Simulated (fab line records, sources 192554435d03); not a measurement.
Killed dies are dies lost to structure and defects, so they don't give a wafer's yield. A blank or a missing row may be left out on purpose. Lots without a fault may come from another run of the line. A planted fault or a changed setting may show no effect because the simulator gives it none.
A struck lot beside a sound one | flow n5_finfet | 37 steps out of a route of 1938
Sound: wafers L734.3, L734.4, L734.6. Struck: wafers L739.1, L739.3, L739.4. The cause comes at the end.
At each step with rows: each side's tool, then ch and its chambers, then its first start. Under that, the readings that differ: sound wafers | struck wafers | difference of the means | sigmas: that difference in standard deviations of wafers without a fault.
alike: readings whose means differ by less than 2 such deviations, and words and numbers that are the same on both sides. not compared: withheld readings, readings that some wafer has no value for, bounds like >300 that may hide the same value, and numbers for which the record gives no deviation and whose values overlap.
The two part at a step that has a row with sigmas, a row that says differs or no value, or rows on one side only. Numbers that don't overlap but have no deviation are shown without sigmas and don't part them. A reading that every wafer of one side lacks parts them only if that side has two wafers or more.

first, 9 steps without rows for these wafers: N5_BEOL_M4_ANNEAL_95 (time 240 s); N5_BEOL_M4_SPUTTER_96 (material Cu, target thk 4.5 nm, time 8.29 s); N5_BEOL_M4_ECD_50 (material Cu, target thk 300 nm); N5_BEOL_M4_ANNEAL_51 (time 90 s); N5_BEOL_M4_CMP_52 (polishes, stops on SiOC, t overpolish 6.8 s, target thk 40 nm); N5_BEOL_M4_PRE_CLEAN_60 (time 15 s); N5_BEOL_M4_CO_CAP_55 (material Co, precursor CCTBA/H2, target thk 2 nm, time 102.1 s); N5_BEOL_M4_PRE_CLEAN_56 (time 15 s); N5_BEOL_M4_DEP_57 (deposits SiCN from 3MS/NH3, target thk 8 nm, time 14 s).
N5_BEOL_M4_RC_MEAS_101:
  sound on prober-02 ch 0, day 8 15:10; struck on prober-01 ch 0, day 10 07:11
  alike: DIBL_N, DIBL_P, IOFF_N, IOFF_P, ION_N, ION_P, SS_N, SS_P, VT_N, VT_P
then, 24 steps without rows for these wafers: N5_BEOL_M5_ILD_DEP_00 (deposits SiCOH lowk from DEMS/porogen, target thk 140.64 nm, time 25.9 s); N5_BEOL_M5_CURE_79 (cures SiCOH lowk, time 240 s); N5_BEOL_M5_PECVD_70 (deposits SiO2 from TEOS/O2, target thk 16 nm, time 18 s); N5_BEOL_M5_HM_DEP_02 (deposits TiN, target thk 20 nm); N5_BEOL_M5_COAT_59 (time 60 s, resist thk 60 nm); N5_BEOL_M5_COAT_60 (time 60 s, resist thk 12 nm); N5_BEOL_M5_COAT_71 (time 60 s, resist thk 5 nm); N5_BEOL_M5_COAT_05 (resist thk 30 nm); N5_BEOL_M5_EBR_07; N5_BEOL_M5_SOFTBAKE_06 (time 60 s); N5_BEOL_M5_EXPOSE_08 (exposes mask M5, target cd 28 nm); N5_BEOL_M5_PEB_09 (peb time 60 s); N5_BEOL_M5_DEVELOP_10 (develop time 30 s); N5_BEOL_M5_DESCUM_16 (chemistry O2, time 7 s); N5_BEOL_M5_ETCH_72 (etches underlayer in N2/H2, target depth 6.5 nm, time 5.2 s); N5_BEOL_M5_ETCH_61 (etches SiARC in CF4, target depth 15.6 nm, time 26 s); N5_BEOL_M5_ETCH_62 (etches SOC in N2/H2, target depth 75 nm, overetch 15 nm, time 112.5 s); N5_BEOL_M5_STRIP_63 (strips in N2/H2); N5_BEOL_M5_STRIP_73 (strips in N2/H2); N5_BEOL_M5_STRIP_64 (strips in CF4); N5_BEOL_M5_HM_OPEN_17 (chemistry Cl2/BCl3, target TiN, target depth 20 nm, overetch 6 nm); N5_BEOL_M5_STRIP_19 (strips in O2); N5_BEOL_M5_COAT_65 (time 60 s, resist thk 60 nm); N5_BEOL_M5_COAT_66 (time 60 s, resist thk 12 nm).
N5_BEOL_M9_CVD_78: deposits Co from CCTBA/H2, target thk 2 nm, time 138.9 s.
  sound on cvd_co-01 ch 0,1,2, day 10 08:19; struck on cvd_co-01 ch 0,2, day 12 01:39
  no value came back on the struck wafers for chamber_pressure_Torr (Torr), run_length_s (s); on the sound wafers chamber_pressure_Torr (Torr) reads 29.99 29.94 29.95
  not compared: since_wet_clean_h
N5_BEOL_M9_CMP_52: polishes, stops on SiCOH lowk, t overpolish 7 s, target thk 140 nm.
  sound on cmp-04 ch 1,2, day 10 09:32; struck on cmp-02 ch 0,1,2, day 12 02:19
  reading                      | sound          | struck         | difference | sigmas
  barrier_field_endpoint_s (s) | 28.5 29.4 29.6 | 25.8 26.6 27.4 | -2.6       | -4
  alike: clearing_platen_rpm, motor_current_A
  not compared: pad_life_wafers
-- the record jumps here: 3 days lie between the struck wafers' starts before and after (it left off in module BEOL_M9 and takes up again in module PASSIVATION, whose first step shown is number 1936 of the route) --
N5_PASSIVATION_PROBE_49:
  sound on prober-01, day 13 01:37; struck on prober-02, day 14 14:40
  reading                  | sound          | struck         | difference | sigmas
  defect_limited_yield (%) | 91.9 93.4 90.9 | 19.2 18.5 17.4 | -73.7      | -49
  killed_at_M4_up          | 11 10 11       | 876 891 914    | +883       | +99 or more
  killed_dies              | 95 78 107      | 954 962 975    | +870       | +51
  killed_on_rim            | 17 10 19       | 123 86 125     | +96        | +23
  sort_bin_5_function (%)  | 5.3 4.2 5.8    | 67.1 68.7 69.0 | +63.2      | +64
  sort_bin_6_memory (%)    | 2.5 1.9 3.0    | 13.5 12.3 13.5 | +10.6      | +15
  sort_n_pass              | 1085 1102 1073 | 226 218 205    | -870       | -51
  sort_yield_pct (%)       | 91.9 93.4 90.9 | 19.2 18.5 17.4 | -73.7      | -49
  alike: killed_at_M0_to_M3, killed_at_contacts, killed_at_front_end, killed_at_other, killed_open, killed_short

WHERE THEY PART
First at N5_BEOL_M9_CVD_78; last, within this record, at N5_PASSIVATION_PROBE_49.

WHY: what the simulator had put in
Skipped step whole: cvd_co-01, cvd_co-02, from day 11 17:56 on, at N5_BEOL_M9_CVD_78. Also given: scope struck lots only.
